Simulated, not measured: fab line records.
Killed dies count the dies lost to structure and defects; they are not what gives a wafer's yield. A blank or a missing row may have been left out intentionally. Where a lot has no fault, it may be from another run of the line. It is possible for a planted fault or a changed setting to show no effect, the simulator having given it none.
Matching of chambers    flow n5 finfet    N5_HKMG_FIN_STRIP_92 on rie diel-04 has 4 sister chambers
The step strips SOC in N2/H2, time 20 s. 4 wafers are shown with their chamber, then 10 later ones without.

EACH WAFER AND ITS CHAMBER
wafer   chamber  drypump motor current A (A)
L082.1  0        4.8
L087.2  3        5.8
L086.3  2        5.8
L086.4  1        5.9

WAFERS WITHOUT THEIR CHAMBER
wafer   drypump motor current A (A)
L086.6  5.9
L091.2  5.8
L091.4  5.8
L091.6  5.8
L095.2  4.8
L095.3  5.7
L095.4  5.8
L097.1  6.0
L097.2  5.8
L097.3  4.8

EACH ONE'S CHAMBER
wafer   from the rows above      in truth
L086.6  1                        1
L091.2  can't be placed: 2 or 3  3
L091.4  can't be placed: 2 or 3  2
L091.6  can't be placed: 2 or 3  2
L095.2  0                        0
L095.3  can't be placed: 2 or 3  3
L095.4  can't be placed: 2 or 3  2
L097.1  1                        1
L097.2  can't be placed: 2 or 3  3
L097.3  0                        0
Correctly placed: 4 of 10. Can't be placed from these rows: 6 (the true chamber is among the candidates in 6). 0 placed wrongly.
How it was worked out, from the rows above alone: a wafer's distance from a chamber is the root of the sum, over the readings, of the square of ((its reading less the chamber's mean) divided by the reading's scatter). The wafer belongs to the nearest chamber; if the next one is less than 2 further off, it can't be placed. For every chamber, the mean is computed from those of its wafers that are shown. The scatter (one wafer shown for each chamber): square how far every hidden wafer sits from the nearest shown wafer, average those squares and take the square root.
